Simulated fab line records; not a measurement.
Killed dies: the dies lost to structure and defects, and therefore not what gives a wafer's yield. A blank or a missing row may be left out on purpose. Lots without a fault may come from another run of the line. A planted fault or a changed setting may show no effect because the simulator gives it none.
Problem report in the 8D (eight disciplines) form, filled by code	flow nand harc	the parts of the form that need people (team, actions taken, sign-off) are left out

== 1. PROBLEM STATEMENT ==
NHARC_END_SORT_01, killed at array: mean 440 over 1 wafer from 1 lot; wafers with no fault: 27, standard deviation 8.8. That puts it +47 standard deviations away from the usual mean.
Seen first at day 22 02:11 on prober-02, wafer L204.2. The record holds 3 wafers of 1 lot with a number at this step. Rule for "out", or "out of limits": more than 4 standard deviations from the usual mean. The rest of the wafers with a number are treated as sound.

== 2. WHAT IT IS AND WHAT IT IS NOT ==
question	is	is not
which readings at this step	killed at array, killed dies	killed at other, killed at periphery, killed open, killed short
which lots	L204	-
which wafers of those lots	L204.2	L204.1, L204.6
read on which gauges	prober-02	-
when	from day 22 02:11	up to then (1 sound wafer); but 1 sound wafer of L204 came after

== 3. SUSPECTS, AND WHAT RULES EACH OUT ==
Counting: a tool at a process step up to the reading stays a suspect if it ran every lot that is out. Sound lots after the first of them don't rule it out here, since some wafers of a struck lot are sound.
- ruled out: the gauge at NHARC_END_SORT_01. All the wafers that are out were read on prober-02, but those of them that NHARC_A_STAIRCASE_ETCH_201 has rows for are out there too, on other tools.
- rie diel-04 at NHARC_A_STAIRCASE_ETCH_27 (etches the open film in C4F8/O2, target depth 100 nm, time 40.5 s): kept. It ran the lot that is out, L204 (day 14 01:14). With no start given for some of its lots, NHARC_A_STAIRCASE_ETCH_27 uses the hours and lot order of NHARC_A_STAIRCASE_ETCH_201.
- rie diel-04 at NHARC_A_STAIRCASE_TRIM_200 (chemistry O2, time 211.2 s): kept. It ran the lot that is out, L204 (day 14 01:14). With no start given for some of its lots, NHARC_A_STAIRCASE_TRIM_200 uses the hours and lot order of NHARC_A_STAIRCASE_ETCH_201.
- rie diel-04 at NHARC_A_STAIRCASE_ETCH_201 (etches the open film in C4F8/O2, target depth 100 nm, time 40.5 s): kept. It ran the lot that is out, L204 (day 14 01:14). Its own oes product au readings are out on those wafers.
- rie diel-04 at NHARC_A_STAIRCASE_TRIM_202 (chemistry O2, time 211.2 s): kept. It ran the lot that is out, L204 (day 22 01:23). With no start given for some of its lots, NHARC_A_STAIRCASE_TRIM_202 uses the hours and lot order of NHARC_END_SORT_01.
- At NHARC_A_STAIRCASE_ETCH_27, inside rie diel-04: chamber 0 took the wafers that are out, while their sound lot-mates went through chambers 1, 3.
- At NHARC_A_STAIRCASE_TRIM_200, inside rie diel-04: chamber 1 took the wafers that are out, while their sound lot-mates went through chambers 0, 3.
- At NHARC_A_STAIRCASE_ETCH_201, inside rie diel-04: chamber 3 took the wafers that are out, while their sound lot-mates went through chambers 0, 2.
- At NHARC_A_STAIRCASE_TRIM_202, inside rie diel-04: chamber 0 took the wafers that are out, while their sound lot-mates went through chambers 2, 3.
Left after counting: rie diel-04 at NHARC_A_STAIRCASE_ETCH_27, rie diel-04 at NHARC_A_STAIRCASE_TRIM_200, rie diel-04 at NHARC_A_STAIRCASE_ETCH_201, rie diel-04 at NHARC_A_STAIRCASE_TRIM_202.

== 4. THE CAUSE (what the simulator had put in) ==
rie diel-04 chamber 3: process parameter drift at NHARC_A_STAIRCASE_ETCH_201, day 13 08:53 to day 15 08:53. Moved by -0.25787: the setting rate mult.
Of the 4 suspects that counting leaves, this tool is one.

== 5. THE EFFECT CHAIN, in route order ==
Rows list readings where the struck wafers' mean (over those with a number) sits beyond 3 standard deviations from the usual. Only readings for which the record gives a usual standard deviation are gone through. hours: the time from each lot's start at the first step in this table that gives one to its start at this step, as a median over the lots. sigmas: the change in usual standard deviations.
hours	step	reading	usual	on struck wafers	change	sigmas
0	NHARC_A_STAIRCASE_ETCH_201	oes product au	0.945 a.u.	0.809	-0.136	-9.1
193	NHARC_END_SORT_01	killed at array	27	440	+413	+47
193	NHARC_END_SORT_01	killed dies	31	444	+413	+47
It contains these process steps:
- NHARC_A_STAIRCASE_ETCH_201: etches the open film in C4F8/O2, target depth 100 nm, time 40.5 s.

== 6. HOW IT WOULD HAVE BEEN CAUGHT EARLIER ==
209 hours passed between the start of the fault at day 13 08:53 and the first reading out of limits at a measuring or inspecting step in this record, taken at day 22 02:11.
Tool's own readings at NHARC_A_STAIRCASE_ETCH_201, oes product au: out on all struck wafers the step has rows for; an alarm limit on them would have tripped on the first.
All the lots that are out (1) had begun NHARC_A_STAIRCASE_ETCH_201 on rie diel-04 by day 22 02:11. None of them would have been spared by holding the tool at that moment.
